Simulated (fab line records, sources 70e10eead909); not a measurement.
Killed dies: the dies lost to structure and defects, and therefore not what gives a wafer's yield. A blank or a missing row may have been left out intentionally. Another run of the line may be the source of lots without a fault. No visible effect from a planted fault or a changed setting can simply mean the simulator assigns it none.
Matching of chambers	flow nand-harc	4 sister chambers for NHARC_A_CHANNEL_FILL_D1_CMP_10 on cmp-01
The step polishes, target thk 150 nm. 8 wafers are shown with their chamber, then 7 later ones without.

EACH WAFER AND ITS CHAMBER
wafer	chamber	motor-current-A (A)	time-to-endpoint-s (s)
L081.3	1	12.8	16.3
L081.5	2	13.2	16.3
L083.6	2	13.3	16.8
L085.1	1	13.0	15.1
L088.5	0	12.8	15.8
L088.6	3	10.6	14.2
L089.3	0	13.9	14.0
L089.4	3	10.8	10.4

WAFERS MISSING THEIR CHAMBER
wafer	motor-current-A (A)	time-to-endpoint-s (s)
L089.6	13.5	13.5
L093.1	13.9	16.3
L093.3	10.8	13.9
L093.4	12.4	18.8
L097.2	12.9	15.6
L097.3	13.3	13.9
L097.5	10.9	13.3

CHAMBER TAKEN BY EACH
wafer	from the rows above	in truth
L089.6	can't be placed: 0 or 1 or 2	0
L093.1	can't be placed: 2 or 0 or 1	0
L093.3	3	3
L093.4	can't be placed: 1 or 2 or 0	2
L097.2	can't be placed: 1 or 2 or 0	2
L097.3	can't be placed: 0 or 1 or 2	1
L097.5	3	3
Correct placement for 2 of the 7. Can't be placed from these rows: 5 (the true chamber is among the candidates in 5). 0 placed wrongly.
How it was worked out, from the rows above alone: a wafer's distance from a chamber is the root of the sum, over the readings, of the square of ((its reading less the chamber's mean) divided by the reading's scatter). The wafer belongs to the nearest chamber; if the next one is less than 2 further off, it can't be placed. A chamber's mean is the mean of its shown wafers. The scatter is the square root of a quotient: the sum, over the shown wafers, of each reading's squared deviation from its chamber's mean, divided by wafers minus chambers.
